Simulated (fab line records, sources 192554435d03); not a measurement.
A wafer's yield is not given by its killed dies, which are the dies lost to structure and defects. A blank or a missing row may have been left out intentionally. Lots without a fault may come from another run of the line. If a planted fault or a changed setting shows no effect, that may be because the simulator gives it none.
The same fault as seen by 3 desks ; flow n5_finfet ; what lay behind the numbers comes last; until then each desk has only its own

== FOR THE TOOL OWNER'S DESK: rie_metal-01 ==
The tool's own readings at N5_MIM_BOT_ETCH_ETCH_03 (etches the open film in Cl2/BCl3, target depth 12 nm): means of the sampled wafers that have a number, for each lot that ran on this tool. Any lot whose mean is over 4 standard deviations away from the usual mean is out of limits and marked OUT; that distance is given in the brackets.
Columns: A = drypump_motor_current_A at N5_MIM_BOT_ETCH_ETCH_03, usual 5.3 A; B = oes_product_au at N5_MIM_BOT_ETCH_ETCH_03, usual 0.81 a.u.; C = throttle_valve_pct at N5_MIM_BOT_ETCH_ETCH_03, usual 27.47 %
lot;first seen here;A;B;C
L202;day 12 14:13;5.0;0.84;27.40
L215;day 16 10:22;5.2;1.14 (+4.8) OUT;27.33
L220;day 17 05:32;5.0;1.11 (+4.4) OUT;27.42
This desk's verdict: out of limits on L215, L220, starting with L215 at day 16 10:22 (oes_product_au at N5_MIM_BOT_ETCH_ETCH_03). Within limits: L202.

== THE DEFECT DESK ==
Per lot, the means of the sampled wafers with a number show what the inspections along the route counted. Any lot whose mean is over 4 standard deviations away from the usual mean is out of limits and marked OUT; that distance is given in the brackets.
Columns: A = raw_defect_count at N5_MIM_BOT_LITHO_INSPECT_12, usual 2.1
lot;first seen here;A
L202;day 12 14:02;1.7
L204;day 13 12:01;2.0
L215;day 16 09:53;2.3
L220;day 17 04:49;1.7
L221;day 17 16:49;2.7
L222;day 17 21:33;3.0
This desk's finding: nothing out of limits on any of the 6 lots.

== FROM THE METROLOGY DESK ==
What the gauges read, lot by lot, whatever tool the lot ran on: means of the sampled wafers that have a number. Any lot whose mean is over 4 standard deviations away from the usual mean is out of limits and marked OUT; that distance is given in the brackets.
Columns: A = cd_nm at N5_MIM_BOT_LITHO_CD_MEAS_08, usual 3000.0 nm; B = MIM_BOT_OVL at N5_MIM_BOT_LITHO_OVL_MEAS_11, usual 3 nm
lot;first seen here;A;B
L202;day 12 13:59;3000.9;3
L204;day 13 11:58;2998.4;4
L215;day 16 09:50;2998.9;-0
L220;day 17 04:46;2998.0;2
L221;day 17 16:46;3000.8;12
L222;day 17 21:30;2999.1;6
This desk's finding: nothing out of limits on any of the 6 lots.

== ALL TOGETHER ==
The tool owner's desk could have raised an alarm at day 16 10:22, on L215, L220.
Nothing the defect desk looked at was out of limits.
Metrology desk: nothing out of limits seen.
The defect desk has L215, L220 on record, within its limits.
The metrology desk has L215, L220 on record, within its limits.
The lots listed all ran N5_MIM_BOT_ETCH_ETCH_03 on rie_metal-01.

== WHAT THE SIMULATOR HAD PUT IN ==
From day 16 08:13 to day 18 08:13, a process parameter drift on rie_metal-01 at N5_MIM_BOT_ETCH_ETCH_03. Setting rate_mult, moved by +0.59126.
Lots struck among those shown: L215, L220.
Time in hours from fault onset to the first out-of-limits reading at each desk: the tool owner's desk, 2.
